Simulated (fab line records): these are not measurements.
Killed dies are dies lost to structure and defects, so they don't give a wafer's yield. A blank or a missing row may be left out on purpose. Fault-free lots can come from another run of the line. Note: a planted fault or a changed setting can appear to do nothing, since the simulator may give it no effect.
Matching of chambers | flow n5-finfet | N5_FIN_SAQP_PECVD_06 on pecvd-02: 3 sister chambers
The step deposits a-Si from SiH4/He, target thk 60 nm, time 48.1 s. 6 wafers are shown with their chamber, then 8 later ones without.

== EACH WAFER AND ITS CHAMBER ==
wafer  | chamber | showerhead-plenum-p-Torr (Torr) | throttle-valve-pct (%)
L087.1 | 1       | 5.74                            | 17.7
L087.6 | 0       | 5.67                            | 19.4
L090.2 | 1       | 5.73                            | 17.9
L090.3 | 2       | 5.65                            | 17.7
L090.4 | 0       | 5.67                            | 19.9
L091.1 | 2       | 5.64                            | 17.7

== WAFERS WHOSE CHAMBER IS MISSING ==
wafer  | showerhead-plenum-p-Torr (Torr) | throttle-valve-pct (%)
L091.3 | 5.67                            | 19.4
L091.4 | 5.65                            | 17.2
L093.1 | 5.66                            | 17.4
L093.2 | 5.74                            | 17.8
L093.3 | 5.69                            | 19.3
L097.4 | 5.66                            | 17.6
L097.5 | 5.65                            | 19.3
L097.6 | 5.73                            | 17.7

== CHAMBER TAKEN BY EACH ==
wafer  | from the rows above | in truth
L091.3 | 0                   | 0
L091.4 | 2                   | 2
L093.1 | 2                   | 2
L093.2 | 1                   | 1
L093.3 | 0                   | 0
L097.4 | 2                   | 2
L097.5 | 0                   | 0
L097.6 | 1                   | 1
8 of 8 placed correctly. Number that these rows cannot place: 0. Wrongly placed: 0.
How it was worked out, from the rows above alone: a wafer's distance from a chamber is the root of the sum, over the readings, of the square of ((its reading less the chamber's mean) divided by the reading's scatter). The wafer belongs to the nearest chamber; if the next one is less than 2 further off, it can't be placed. A chamber's mean is the mean of its shown wafers. The scatter: the root of (the sum of the squares of (reading less its chamber's mean) over the shown wafers, divided by (wafers less chambers)).
